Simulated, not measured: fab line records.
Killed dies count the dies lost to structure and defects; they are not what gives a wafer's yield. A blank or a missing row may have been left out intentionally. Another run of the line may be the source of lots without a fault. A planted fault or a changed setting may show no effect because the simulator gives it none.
Matching of chambers | flow nand_harc | NHARC_P_M2_DEP_33 on pecvd-02 has 3 sister chambers
The step deposits SiCN, target thk 30 nm. 22 wafers are shown with their chamber, then 11 later ones without.

== WAFERS, EACH WITH ITS CHAMBER ==
wafer  | chamber | heater_power_w (W)
L077.4 | 1       | 513
L077.5 | 0       | 530
L077.6 | 2       | 582
L079.1 | 2       | 497
L079.4 | 0       | 568
L079.5 | 2       | 499
L082.2 | 1       | 513
L082.4 | 1       | 493
L082.5 | 0       | 540
L087.1 | 2       | 510
L087.3 | 0       | 559
L087.4 | 2       | 506
L088.2 | 0       | 675
L088.4 | 2       | 485
L088.5 | 1       | 468
L091.2 | 1       | 503
L091.3 | 2       | 508
L091.5 | 1       | 501
L092.1 | 0       | 658
L092.2 | 2       | 575
L092.3 | 1       | 492
L092.4 | 0       | 670

SIGNATURES (averages over the wafers above)
reading        | chamber 0 | chamber 1 | chamber 2 | scatter within a chamber
heater_power_w | 600.00    | 497.57    | 520.25    | 43.6
Rule: distance of a wafer from a chamber = root of the sum over the readings of ((wafer's reading minus chamber's mean) / reading's scatter) squared. If the next closest chamber is less than 2 further off than the closest, the wafer can't be placed; otherwise it belongs to the closest. The scatter is the square root of a quotient: the sum, over the shown wafers, of each reading's squared deviation from its chamber's mean, divided by wafers minus chambers.

== WAFERS WITHOUT THEIR CHAMBER ==
wafer  | heater_power_w (W)
L092.5 | 578
L092.6 | 481
L093.1 | 631
L093.3 | 508
L093.5 | 524
L095.2 | 552
L095.4 | 536
L095.5 | 533
L097.2 | 491
L097.3 | 498
L097.4 | 480

== THE CHAMBER EACH PASSED THROUGH ==
wafer  | from the rows above          | in truth
L092.5 | can't be placed: 0 or 2 or 1 | 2
L092.6 | can't be placed: 1 or 2      | 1
L093.1 | can't be placed: 0 or 2      | 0
L093.3 | can't be placed: 1 or 2 or 0 | 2
L093.5 | can't be placed: 2 or 1 or 0 | 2
L095.2 | can't be placed: 2 or 0 or 1 | 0
L095.4 | can't be placed: 2 or 1 or 0 | 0
L095.5 | can't be placed: 2 or 1 or 0 | 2
L097.2 | can't be placed: 1 or 2      | 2
L097.3 | can't be placed: 1 or 2      | 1
L097.4 | can't be placed: 1 or 2      | 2
Correct placement for 0 of the 11. Not placeable from these rows: 11 (in 11, the candidates include the true chamber). Placed wrongly: 0.
